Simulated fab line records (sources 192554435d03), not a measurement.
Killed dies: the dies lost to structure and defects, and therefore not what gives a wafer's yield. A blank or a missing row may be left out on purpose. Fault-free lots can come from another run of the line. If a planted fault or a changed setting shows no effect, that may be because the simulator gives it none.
Which of the tools did it? || flow n5-finfet || 24 lots with 72 wafers sampled at 5 steps, on a route of 1938 steps

WHAT EACH GAUGE READ, for each wafer
N5_BEOL_M15_CD_MEAS_17 targets a cd of 360 nm.
{"lot": "L074", "measured": "day 11 16:46", "on": "cd-sem-02", "cd-nm (nm)": "358.2 363.7 365.4"}
{"lot": "L075", "measured": "day 12 02:54", "on": "cd-sem-02", "cd-nm (nm)": "358.4 358.3 363.1"}
{"lot": "L076", "measured": "day 12 13:50", "on": "cd-sem-01", "cd-nm (nm)": "362.2 361.9 361.4"}
{"lot": "L078", "measured": "day 12 17:58", "on": "cd-sem-03", "cd-nm (nm)": "365.5 356.9 361.9"}
{"lot": "L077", "measured": "day 12 18:26", "on": "cd-sem-02", "cd-nm (nm)": "357.2 366.3 359.2"}
{"lot": "L079", "measured": "day 12 22:32", "on": "cd-sem-02", "cd-nm (nm)": "359.6 365.9 359.3"}
{"lot": "L080", "measured": "day 13 04:35", "on": "cd-sem-02", "cd-nm (nm)": "360.7 360.1 360.4"}
{"lot": "L081", "measured": "day 13 11:17", "on": "cd-sem-02", "cd-nm (nm)": "363.2 359.2 360.8"}
{"lot": "L082", "measured": "day 13 19:38", "on": "cd-sem-02", "cd-nm (nm)": "358.8 358.4 360.4"}
{"lot": "L083", "measured": "day 14 07:56", "on": "cd-sem-01", "cd-nm (nm)": "366.3 366.7 361.4"}
{"lot": "L085", "measured": "day 14 14:47", "on": "cd-sem-01", "cd-nm (nm)": "363.0 361.1 356.8"}
{"lot": "L086", "measured": "day 14 20:28", "on": "cd-sem-01", "cd-nm (nm)": "362.5 362.1 363.4"}
{"lot": "L084", "measured": "day 14 21:31", "on": "cd-sem-01", "cd-nm (nm)": "358.6 361.6 357.4"}
{"lot": "L087", "measured": "day 15 17:17", "on": "cd-sem-01", "cd-nm (nm)": "357.8 357.5 359.0"}
{"lot": "L088", "measured": "day 15 20:13", "on": "cd-sem-03", "cd-nm (nm)": "359.5 360.0 361.5"}
{"lot": "L089", "measured": "day 15 21:33", "on": "cd-sem-01", "cd-nm (nm)": "360.6 359.7 362.4"}
{"lot": "L090", "measured": "day 16 05:58", "on": "cd-sem-01", "cd-nm (nm)": "360.8 362.3 360.4"}
{"lot": "L093", "measured": "day 16 17:26", "on": "cd-sem-03", "cd-nm (nm)": "363.0 363.9 358.7"}
{"lot": "L091", "measured": "day 16 22:34", "on": "cd-sem-02", "cd-nm (nm)": "359.3 357.9 364.3"}
{"lot": "L092", "measured": "day 16 23:51", "on": "cd-sem-02", "cd-nm (nm)": "359.7 361.0 360.7"}
{"lot": "L094", "measured": "day 17 03:51", "on": "cd-sem-01", "cd-nm (nm)": "359.6 360.4 359.7"}
{"lot": "L095", "measured": "day 17 12:59", "on": "cd-sem-01", "cd-nm (nm)": "354.4 359.7 360.5"}
{"lot": "L096", "measured": "day 17 16:42", "on": "cd-sem-03", "cd-nm (nm)": "361.7 358.6 359.9"}
{"lot": "L097", "measured": "day 17 21:16", "on": "cd-sem-01", "cd-nm (nm)": "361.6 361.9 365.1"}

WHICH TOOL RAN EACH LOT (tool, then ch and the chambers of the sampled wafers, then the start)
{"lot": "L074", "N5_BEOL_M14_DEGAS_41": "pvd-sputter-01, day 11 14:18", "N5_BEOL_M14_SPUTTER_44": "pvd-sputter-01, day 11 14:28", "N5_BEOL_M14_CMP_49": "cmp-04 ch 0,1,2, day 11 15:13", "N5_BEOL_M14_DEP_53": "pecvd-03 ch 0,1, day 11 15:30"}
{"lot": "L075", "N5_BEOL_M14_DEGAS_41": "pvd-sputter-02, day 12 00:15", "N5_BEOL_M14_SPUTTER_44": "pvd-sputter-02, day 12 00:25", "N5_BEOL_M14_CMP_49": "cmp-04 ch 0,1, day 12 01:09", "N5_BEOL_M14_DEP_53": "pecvd-03 ch 1,2, day 12 01:31"}
{"lot": "L076", "N5_BEOL_M14_DEGAS_41": "pvd-sputter-01, day 12 11:10", "N5_BEOL_M14_SPUTTER_44": "pvd-sputter-01, day 12 11:19", "N5_BEOL_M14_CMP_49": "cmp-03 ch 0,1, day 12 12:02", "N5_BEOL_M14_DEP_53": "pecvd-04 ch 0,1, day 12 12:22"}
{"lot": "L078", "N5_BEOL_M14_DEGAS_41": "pvd-sputter-01, day 12 15:14", "N5_BEOL_M14_SPUTTER_44": "pvd-sputter-01, day 12 15:23", "N5_BEOL_M14_CMP_49": "cmp-04 ch 0,3, day 12 16:20", "N5_BEOL_M14_DEP_53": "pecvd-01 ch 0,1,2, day 12 16:43"}
{"lot": "L077", "N5_BEOL_M14_DEGAS_41": "pvd-sputter-03, day 12 15:34", "N5_BEOL_M14_SPUTTER_44": "pvd-sputter-03, day 12 15:44", "N5_BEOL_M14_CMP_49": "cmp-03 ch 1,2,3, day 12 16:43", "N5_BEOL_M14_DEP_53": "pecvd-03 ch 0,1,2, day 12 17:02"}
{"lot": "L079", "N5_BEOL_M14_DEGAS_41": "pvd-sputter-01, day 12 19:34", "N5_BEOL_M14_SPUTTER_44": "pvd-sputter-01, day 12 19:44", "N5_BEOL_M14_CMP_49": "cmp-02 ch 1,2,3, day 12 20:32", "N5_BEOL_M14_DEP_53": "pecvd-01 ch 0,1,2, day 12 20:48"}
{"lot": "L080", "N5_BEOL_M14_DEGAS_41": "pvd-sputter-02, day 13 01:54", "N5_BEOL_M14_SPUTTER_44": "pvd-sputter-02, day 13 02:04", "N5_BEOL_M14_CMP_49": "cmp-04 ch 0,1,2, day 13 02:54", "N5_BEOL_M14_DEP_53": "pecvd-01 ch 0,1, day 13 03:11"}
{"lot": "L081", "N5_BEOL_M14_DEGAS_41": "pvd-sputter-02, day 13 08:28", "N5_BEOL_M14_SPUTTER_44": "pvd-sputter-02, day 13 08:37", "N5_BEOL_M14_CMP_49": "cmp-04 ch 0,1,2, day 13 09:35", "N5_BEOL_M14_DEP_53": "pecvd-01 ch 0,2, day 13 09:52"}
{"lot": "L082", "N5_BEOL_M14_DEGAS_41": "pvd-sputter-03, day 13 16:22", "N5_BEOL_M14_SPUTTER_44": "pvd-sputter-03, day 13 16:32", "N5_BEOL_M14_CMP_49": "cmp-03 ch 0,2,3, day 13 17:13", "N5_BEOL_M14_DEP_53": "pecvd-01 ch 0,2, day 13 17:34"}
{"lot": "L083", "N5_BEOL_M14_DEGAS_41": "pvd-sputter-02, day 14 05:11", "N5_BEOL_M14_SPUTTER_44": "pvd-sputter-02, day 14 05:21", "N5_BEOL_M14_CMP_49": "cmp-04 ch 0,1, day 14 06:04", "N5_BEOL_M14_DEP_53": "pecvd-04 ch 0,1, day 14 06:25"}
{"lot": "L085", "N5_BEOL_M14_DEGAS_41": "pvd-sputter-03, day 14 12:11", "N5_BEOL_M14_SPUTTER_44": "pvd-sputter-03, day 14 12:21", "N5_BEOL_M14_CMP_49": "cmp-02 ch 0,1,2, day 14 13:04", "N5_BEOL_M14_DEP_53": "pecvd-04 ch 1,2, day 14 13:23"}
{"lot": "L086", "N5_BEOL_M14_DEGAS_41": "pvd-sputter-01, day 14 17:29", "N5_BEOL_M14_SPUTTER_44": "pvd-sputter-01, day 14 17:39", "N5_BEOL_M14_CMP_49": "cmp-03 ch 0,2,3, day 14 18:37", "N5_BEOL_M14_DEP_53": "pecvd-03 ch 0,1, day 14 18:53"}
{"lot": "L084", "N5_BEOL_M14_DEGAS_41": "pvd-sputter-02, day 14 18:19", "N5_BEOL_M14_SPUTTER_44": "pvd-sputter-02, day 14 18:29", "N5_BEOL_M14_CMP_49": "cmp-02 ch 0,2,3, day 14 19:41", "N5_BEOL_M14_DEP_53": "pecvd-03 ch 0,1,2, day 14 20:01"}
{"lot": "L087", "N5_BEOL_M14_DEGAS_41": "pvd-sputter-03, day 15 14:40", "N5_BEOL_M14_SPUTTER_44": "pvd-sputter-03, day 15 14:49", "N5_BEOL_M14_CMP_49": "cmp-03 ch 0,2,3, day 15 15:30", "N5_BEOL_M14_DEP_53": "pecvd-01 ch 0,1, day 15 15:52"}
{"lot": "L088", "N5_BEOL_M14_DEGAS_41": "pvd-sputter-01, day 15 17:37", "N5_BEOL_M14_SPUTTER_44": "pvd-sputter-01, day 15 17:47", "N5_BEOL_M14_CMP_49": "cmp-03 ch 1,2,3, day 15 18:30", "N5_BEOL_M14_DEP_53": "pecvd-01 ch 0,1,2, day 15 18:49"}
{"lot": "L089", "N5_BEOL_M14_DEGAS_41": "pvd-sputter-02, day 15 19:05", "N5_BEOL_M14_SPUTTER_44": "pvd-sputter-02, day 15 19:14", "N5_BEOL_M14_CMP_49": "cmp-03 ch 0,3, day 15 19:55", "N5_BEOL_M14_DEP_53": "pecvd-03 ch 0,2, day 15 20:17"}
{"lot": "L090", "N5_BEOL_M14_DEGAS_41": "pvd-sputter-01, day 16 03:09", "N5_BEOL_M14_SPUTTER_44": "pvd-sputter-01, day 16 03:19", "N5_BEOL_M14_CMP_49": "cmp-02 ch 0,3, day 16 04:05", "N5_BEOL_M14_DEP_53": "pecvd-04 ch 1,2, day 16 04:27"}
{"lot": "L093", "N5_BEOL_M14_DEGAS_41": "pvd-sputter-02, day 16 14:55", "N5_BEOL_M14_SPUTTER_44": "pvd-sputter-02, day 16 15:05", "N5_BEOL_M14_CMP_49": "cmp-03 ch 0,1,2, day 16 15:47", "N5_BEOL_M14_DEP_53": "pecvd-01 ch 0,1, day 16 16:09"}
{"lot": "L091", "N5_BEOL_M14_DEGAS_41": "pvd-sputter-02, day 16 20:05", "N5_BEOL_M14_SPUTTER_44": "pvd-sputter-02, day 16 20:14", "N5_BEOL_M14_CMP_49": "cmp-03 ch 1,3, day 16 20:56", "N5_BEOL_M14_DEP_53": "pecvd-04 ch 1,2, day 16 21:17"}
{"lot": "L092", "N5_BEOL_M14_DEGAS_41": "pvd-sputter-02, day 16 20:46", "N5_BEOL_M14_SPUTTER_44": "pvd-sputter-02, day 16 20:55", "N5_BEOL_M14_CMP_49": "cmp-03 ch 0,3, day 16 21:45", "N5_BEOL_M14_DEP_53": "pecvd-04 ch 0,1,2, day 16 22:07"}
{"lot": "L094", "N5_BEOL_M14_DEGAS_41": "pvd-sputter-01, day 17 01:21", "N5_BEOL_M14_SPUTTER_44": "pvd-sputter-01, day 17 01:31", "N5_BEOL_M14_CMP_49": "cmp-03 ch 1,2, day 17 02:13", "N5_BEOL_M14_DEP_53": "pecvd-01 ch 1,2, day 17 02:35"}
{"lot": "L095", "N5_BEOL_M14_DEGAS_41": "pvd-sputter-02, day 17 10:14", "N5_BEOL_M14_SPUTTER_44": "pvd-sputter-02, day 17 10:24", "N5_BEOL_M14_CMP_49": "cmp-04 ch 0,1,3, day 17 11:10", "N5_BEOL_M14_DEP_53": "pecvd-04 ch 0,2, day 17 11:27"}
{"lot": "L096", "N5_BEOL_M14_DEGAS_41": "pvd-sputter-02, day 17 14:00", "N5_BEOL_M14_SPUTTER_44": "pvd-sputter-02, day 17 14:10", "N5_BEOL_M14_CMP_49": "cmp-04 ch 0,1,3, day 17 14:55", "N5_BEOL_M14_DEP_53": "pecvd-04 ch 0,2, day 17 15:17"}
{"lot": "L097", "N5_BEOL_M14_DEGAS_41": "pvd-sputter-01, day 17 18:30", "N5_BEOL_M14_SPUTTER_44": "pvd-sputter-01, day 17 18:40", "N5_BEOL_M14_CMP_49": "cmp-04 ch 0,1,3, day 17 19:43", "N5_BEOL_M14_DEP_53": "pecvd-04 ch 0,2, day 17 19:59"}
- N5_BEOL_M14_DEGAS_41: time 60 s.
- N5_BEOL_M14_SPUTTER_44: material Ta, target thk 15 nm, time 24.19 s.
- N5_BEOL_M14_CMP_49: polishes, stops on SiO2, t overpolish 5.2 s, target thk 560 nm.
- N5_BEOL_M14_DEP_53: deposits SiCN from 3MS/NH3, target thk 50 nm, time 17.8 s.

AS READ BY THE TOOLS THEMSELVES (means over the sampled wafers that have a number; for cases with no such wafer, the mark the record gives instead)
N5_BEOL_M14_DEGAS_41.
{"lot": "L074", "tool": "pvd-sputter-01", "heater-power-w (W)": 509, "susceptor-temp-C (C)": 299.86}
{"lot": "L075", "tool": "pvd-sputter-02", "heater-power-w (W)": 422, "susceptor-temp-C (C)": 300.07}
{"lot": "L076", "tool": "pvd-sputter-01", "heater-power-w (W)": 512, "susceptor-temp-C (C)": 300.02}
{"lot": "L078", "tool": "pvd-sputter-01", "heater-power-w (W)": 482, "susceptor-temp-C (C)": 300.23}
{"lot": "L077", "tool": "pvd-sputter-03", "heater-power-w (W)": 445, "susceptor-temp-C (C)": 299.97}
{"lot": "L079", "tool": "pvd-sputter-01", "heater-power-w (W)": 471, "susceptor-temp-C (C)": 299.92}
{"lot": "L080", "tool": "pvd-sputter-02", "heater-power-w (W)": 501, "susceptor-temp-C (C)": 299.92}
{"lot": "L081", "tool": "pvd-sputter-02", "heater-power-w (W)": 410, "susceptor-temp-C (C)": 300.06}
{"lot": "L082", "tool": "pvd-sputter-03", "heater-power-w (W)": 490, "susceptor-temp-C (C)": 299.88}
{"lot": "L083", "tool": "pvd-sputter-02", "heater-power-w (W)": 430, "susceptor-temp-C (C)": 299.98}
{"lot": "L085", "tool": "pvd-sputter-03", "heater-power-w (W)": 466, "susceptor-temp-C (C)": 299.90}
{"lot": "L086", "tool": "pvd-sputter-01", "heater-power-w (W)": 511, "susceptor-temp-C (C)": 300.05}
{"lot": "L084", "tool": "pvd-sputter-02", "heater-power-w (W)": 497, "susceptor-temp-C (C)": 300.12}
{"lot": "L087", "tool": "pvd-sputter-03", "heater-power-w (W)": 490, "susceptor-temp-C (C)": 300.01}
{"lot": "L088", "tool": "pvd-sputter-01", "heater-power-w (W)": 510, "susceptor-temp-C (C)": 299.87}
{"lot": "L089", "tool": "pvd-sputter-02", "heater-power-w (W)": 416, "susceptor-temp-C (C)": 299.94}
{"lot": "L090", "tool": "pvd-sputter-01", "heater-power-w (W)": 471, "susceptor-temp-C (C)": 299.99}
{"lot": "L093", "tool": "pvd-sputter-02", "heater-power-w (W)": 492, "susceptor-temp-C (C)": 299.84}
{"lot": "L091", "tool": "pvd-sputter-02", "heater-power-w (W)": 494, "susceptor-temp-C (C)": 300.17}
{"lot": "L092", "tool": "pvd-sputter-02", "heater-power-w (W)": 427, "susceptor-temp-C (C)": 300.00}
{"lot": "L094", "tool": "pvd-sputter-01", "heater-power-w (W)": 473, "susceptor-temp-C (C)": 299.96}
{"lot": "L095", "tool": "pvd-sputter-02", "heater-power-w (W)": 437, "susceptor-temp-C (C)": 300.03}
{"lot": "L096", "tool": "pvd-sputter-02", "heater-power-w (W)": 507, "susceptor-temp-C (C)": 299.99}
{"lot": "L097", "tool": "pvd-sputter-01", "heater-power-w (W)": 481, "susceptor-temp-C (C)": 299.92}

N5_BEOL_M14_SPUTTER_44.
{"lot": "L074", "tool": "pvd-sputter-01", "susceptor-temp-C (C)": 50.03, "throttle-valve-pct (%)": 28.7}
{"lot": "L075", "tool": "pvd-sputter-02", "susceptor-temp-C (C)": 49.99, "throttle-valve-pct (%)": 29.4}
{"lot": "L076", "tool": "pvd-sputter-01", "susceptor-temp-C (C)": 49.93, "throttle-valve-pct (%)": 28.7}
{"lot": "L078", "tool": "pvd-sputter-01", "susceptor-temp-C (C)": 49.95, "throttle-valve-pct (%)": 29.9}
{"lot": "L077", "tool": "pvd-sputter-03", "susceptor-temp-C (C)": 49.99, "throttle-valve-pct (%)": 29.8}
{"lot": "L079", "tool": "pvd-sputter-01", "susceptor-temp-C (C)": 49.92, "throttle-valve-pct (%)": 29.4}
{"lot": "L080", "tool": "pvd-sputter-02", "susceptor-temp-C (C)": 50.16, "throttle-valve-pct (%)": 29.1}
{"lot": "L081", "tool": "pvd-sputter-02", "susceptor-temp-C (C)": 50.01, "throttle-valve-pct (%)": 28.9}
{"lot": "L082", "tool": "pvd-sputter-03", "susceptor-temp-C (C)": 50.06, "throttle-valve-pct (%)": 30.9}
{"lot": "L083", "tool": "pvd-sputter-02", "susceptor-temp-C (C)": 50.08, "throttle-valve-pct (%)": 29.4}
{"lot": "L085", "tool": "pvd-sputter-03", "susceptor-temp-C (C)": 49.91, "throttle-valve-pct (%)": 30.0}
{"lot": "L086", "tool": "pvd-sputter-01", "susceptor-temp-C (C)": 49.97, "throttle-valve-pct (%)": 28.6}
{"lot": "L084", "tool": "pvd-sputter-02", "susceptor-temp-C (C)": 49.91, "throttle-valve-pct (%)": 28.6}
{"lot": "L087", "tool": "pvd-sputter-03", "susceptor-temp-C (C)": 50.09, "throttle-valve-pct (%)": 30.9}
{"lot": "L088", "tool": "pvd-sputter-01", "susceptor-temp-C (C)": 50.13, "throttle-valve-pct (%)": 28.7}
{"lot": "L089", "tool": "pvd-sputter-02", "susceptor-temp-C (C)": 49.96, "throttle-valve-pct (%)": 28.7}
{"lot": "L090", "tool": "pvd-sputter-01", "susceptor-temp-C (C)": 50.05, "throttle-valve-pct (%)": 29.3}
{"lot": "L093", "tool": "pvd-sputter-02", "susceptor-temp-C (C)": 49.99, "throttle-valve-pct (%)": 29.3}
{"lot": "L091", "tool": "pvd-sputter-02", "susceptor-temp-C (C)": 50.00, "throttle-valve-pct (%)": 29.1}
{"lot": "L092", "tool": "pvd-sputter-02", "susceptor-temp-C (C)": 50.06, "throttle-valve-pct (%)": 29.4}
{"lot": "L094", "tool": "pvd-sputter-01", "susceptor-temp-C (C)": 50.03, "throttle-valve-pct (%)": 29.5}
{"lot": "L095", "tool": "pvd-sputter-02", "susceptor-temp-C (C)": 50.01, "throttle-valve-pct (%)": 30.1}
{"lot": "L096", "tool": "pvd-sputter-02", "susceptor-temp-C (C)": 50.07, "throttle-valve-pct (%)": 29.4}
{"lot": "L097", "tool": "pvd-sputter-01", "susceptor-temp-C (C)": 49.89, "throttle-valve-pct (%)": 29.5}

N5_BEOL_M14_CMP_49.
{"lot": "L074", "tool": "cmp-04", "barrier-field-endpoint-s (s)": 11.3, "motor-current-A (A)": 8.3, "overpolish-run-s (s)": 5.203, "time-to-endpoint-s (s)": 117}
{"lot": "L075", "tool": "cmp-04", "barrier-field-endpoint-s (s)": 11.8, "motor-current-A (A)": 9.0, "overpolish-run-s (s)": 5.195, "time-to-endpoint-s (s)": 121}
{"lot": "L076", "tool": "cmp-03", "barrier-field-endpoint-s (s)": 11.6, "motor-current-A (A)": 8.6, "overpolish-run-s (s)": 5.196, "time-to-endpoint-s (s)": 125}
{"lot": "L078", "tool": "cmp-04", "barrier-field-endpoint-s (s)": 11.4, "motor-current-A (A)": 7.6, "overpolish-run-s (s)": 5.209, "time-to-endpoint-s (s)": 122}
{"lot": "L077", "tool": "cmp-03", "barrier-field-endpoint-s (s)": 10.9, "motor-current-A (A)": 7.5, "overpolish-run-s (s)": 5.196, "time-to-endpoint-s (s)": 116}
{"lot": "L079", "tool": "cmp-02", "barrier-field-endpoint-s (s)": 11.2, "motor-current-A (A)": 7.5, "overpolish-run-s (s)": 5.200, "time-to-endpoint-s (s)": 119}
{"lot": "L080", "tool": "cmp-04", "barrier-field-endpoint-s (s)": 11.3, "motor-current-A (A)": 8.5, "overpolish-run-s (s)": 5.199, "time-to-endpoint-s (s)": 117}
{"lot": "L081", "tool": "cmp-04", "barrier-field-endpoint-s (s)": 11.4, "motor-current-A (A)": 8.6, "overpolish-run-s (s)": 5.204, "time-to-endpoint-s (s)": 117}
{"lot": "L082", "tool": "cmp-03", "barrier-field-endpoint-s (s)": 11.4, "motor-current-A (A)": 7.9, "overpolish-run-s (s)": 5.207, "time-to-endpoint-s (s)": 126}
{"lot": "L083", "tool": "cmp-04", "barrier-field-endpoint-s (s)": 11.5, "motor-current-A (A)": 9.2, "overpolish-run-s (s)": 5.202, "time-to-endpoint-s (s)": 119}
{"lot": "L085", "tool": "cmp-02", "barrier-field-endpoint-s (s)": 11.2, "motor-current-A (A)": 7.7, "overpolish-run-s (s)": 5.206, "time-to-endpoint-s (s)": 120}
{"lot": "L086", "tool": "cmp-03", "barrier-field-endpoint-s (s)": 11.9, "motor-current-A (A)": 8.0, "overpolish-run-s (s)": 5.201, "time-to-endpoint-s (s)": 125}
{"lot": "L084", "tool": "cmp-02", "barrier-field-endpoint-s (s)": 11.6, "motor-current-A (A)": 7.5, "overpolish-run-s (s)": 5.192, "time-to-endpoint-s (s)": 127}
{"lot": "L087", "tool": "cmp-03", "barrier-field-endpoint-s (s)": 11.2, "motor-current-A (A)": 7.6, "overpolish-run-s (s)": 5.203, "time-to-endpoint-s (s)": 122}
{"lot": "L088", "tool": "cmp-03", "barrier-field-endpoint-s (s)": 11.5, "motor-current-A (A)": 7.9, "overpolish-run-s (s)": 5.195, "time-to-endpoint-s (s)": 119}
{"lot": "L089", "tool": "cmp-03", "barrier-field-endpoint-s (s)": 11.7, "motor-current-A (A)": 8.3, "overpolish-run-s (s)": 5.206, "time-to-endpoint-s (s)": 123}
{"lot": "L090", "tool": "cmp-02", "barrier-field-endpoint-s (s)": 11.5, "motor-current-A (A)": 7.6, "overpolish-run-s (s)": 5.201, "time-to-endpoint-s (s)": 122}
{"lot": "L093", "tool": "cmp-03", "barrier-field-endpoint-s (s)": 11.9, "motor-current-A (A)": 8.2, "overpolish-run-s (s)": 5.202, "time-to-endpoint-s (s)": 125}
{"lot": "L091", "tool": "cmp-03", "barrier-field-endpoint-s (s)": 11.3, "motor-current-A (A)": 7.5, "overpolish-run-s (s)": 5.196, "time-to-endpoint-s (s)": 122}
{"lot": "L092", "tool": "cmp-03", "barrier-field-endpoint-s (s)": 11.7, "motor-current-A (A)": 8.4, "overpolish-run-s (s)": 5.194, "time-to-endpoint-s (s)": 127}
{"lot": "L094", "tool": "cmp-03", "barrier-field-endpoint-s (s)": 11.4, "motor-current-A (A)": 7.9, "overpolish-run-s (s)": 5.203, "time-to-endpoint-s (s)": 123}
{"lot": "L095", "tool": "cmp-04", "barrier-field-endpoint-s (s)": 11.5, "motor-current-A (A)": 8.5, "overpolish-run-s (s)": 5.200, "time-to-endpoint-s (s)": 121}
{"lot": "L096", "tool": "cmp-04", "barrier-field-endpoint-s (s)": 11.5, "motor-current-A (A)": 8.6, "overpolish-run-s (s)": 5.202, "time-to-endpoint-s (s)": 121}
{"lot": "L097", "tool": "cmp-04", "barrier-field-endpoint-s (s)": 11.6, "motor-current-A (A)": 8.1, "overpolish-run-s (s)": 5.200, "time-to-endpoint-s (s)": 121}

N5_BEOL_M14_DEP_53.
{"lot": "L074", "tool": "pecvd-03", "showerhead-plenum-p-Torr (Torr)": 4.166, "throttle-valve-pct (%)": 18.4}
{"lot": "L075", "tool": "pecvd-03", "showerhead-plenum-p-Torr (Torr)": 4.165, "throttle-valve-pct (%)": 18.3}
{"lot": "L076", "tool": "pecvd-04", "showerhead-plenum-p-Torr (Torr)": 4.146, "throttle-valve-pct (%)": 17.1}
{"lot": "L078", "tool": "pecvd-01", "showerhead-plenum-p-Torr (Torr)": 4.176, "throttle-valve-pct (%)": 18.5}
{"lot": "L077", "tool": "pecvd-03", "showerhead-plenum-p-Torr (Torr)": 4.164, "throttle-valve-pct (%)": 18.2}
{"lot": "L079", "tool": "pecvd-01", "showerhead-plenum-p-Torr (Torr)": 4.171, "throttle-valve-pct (%)": 18.4}
{"lot": "L080", "tool": "pecvd-01", "showerhead-plenum-p-Torr (Torr)": 4.159, "throttle-valve-pct (%)": 19.3}
{"lot": "L081", "tool": "pecvd-01", "showerhead-plenum-p-Torr (Torr)": 4.197, "throttle-valve-pct (%)": 18.4}
{"lot": "L082", "tool": "pecvd-01", "showerhead-plenum-p-Torr (Torr)": 4.196, "throttle-valve-pct (%)": 17.7}
{"lot": "L083", "tool": "pecvd-04", "showerhead-plenum-p-Torr (Torr)": 4.170, "throttle-valve-pct (%)": 17.8}
{"lot": "L085", "tool": "pecvd-04", "showerhead-plenum-p-Torr (Torr)": 4.141, "throttle-valve-pct (%)": 17.0}
{"lot": "L086", "tool": "pecvd-03", "showerhead-plenum-p-Torr (Torr)": 4.163, "throttle-valve-pct (%)": 18.4}
{"lot": "L084", "tool": "pecvd-03", "showerhead-plenum-p-Torr (Torr)": 4.164, "throttle-valve-pct (%)": 18.5}
{"lot": "L087", "tool": "pecvd-01", "showerhead-plenum-p-Torr (Torr)": 4.161, "throttle-valve-pct (%)": 19.3}
{"lot": "L088", "tool": "pecvd-01", "showerhead-plenum-p-Torr (Torr)": 4.173, "throttle-valve-pct (%)": 18.4}
{"lot": "L089", "tool": "pecvd-03", "showerhead-plenum-p-Torr (Torr)": 4.148, "throttle-valve-pct (%)": 18.2}
{"lot": "L090", "tool": "pecvd-04", "showerhead-plenum-p-Torr (Torr)": 4.139, "throttle-valve-pct (%)": 17.0}
{"lot": "L093", "tool": "pecvd-01", "showerhead-plenum-p-Torr (Torr)": 4.186, "throttle-valve-pct (%)": 19.2}
{"lot": "L091", "tool": "pecvd-04", "showerhead-plenum-p-Torr (Torr)": 4.142, "throttle-valve-pct (%)": 16.9}
{"lot": "L092", "tool": "pecvd-04", "showerhead-plenum-p-Torr (Torr)": 4.148, "throttle-valve-pct (%)": 17.8}
{"lot": "L094", "tool": "pecvd-01", "showerhead-plenum-p-Torr (Torr)": 4.173, "throttle-valve-pct (%)": 17.8}
{"lot": "L095", "tool": "pecvd-04", "showerhead-plenum-p-Torr (Torr)": 4.171, "throttle-valve-pct (%)": 18.6}
{"lot": "L096", "tool": "pecvd-04", "showerhead-plenum-p-Torr (Torr)": 4.168, "throttle-valve-pct (%)": 18.6}
{"lot": "L097", "tool": "pecvd-04", "showerhead-plenum-p-Torr (Torr)": 4.169, "throttle-valve-pct (%)": 18.6}

THE ANSWER, worked out from the rows above alone
Rule: usual is defined by the lots themselves. Put in order of their means at a reading, lots are off if they are a third of the lots or fewer, leave a main group of 4 or more, and stand apart from it by a gap of 3 or more times the standard deviation of the main group's means; of several such gaps the widest counts. A main group whose means are all the same, to the digits that the tables above print for the reading, isn't used. Also off: a lot with no number at a reading for which 4 or more lots have one. All remaining lots with rows at the step are treated as sound. The gauges are gone through in route order, then the tools' own readings, and for those a lot's mean is taken as printed above. The first step at which some lot is off is used, and at that step the reading that is off furthest; a lot without a number counts as furthest.
No lot is off on any of the readings shown, so nothing can be concluded from this.

WHAT THE SIMULATOR HAD INSERTED
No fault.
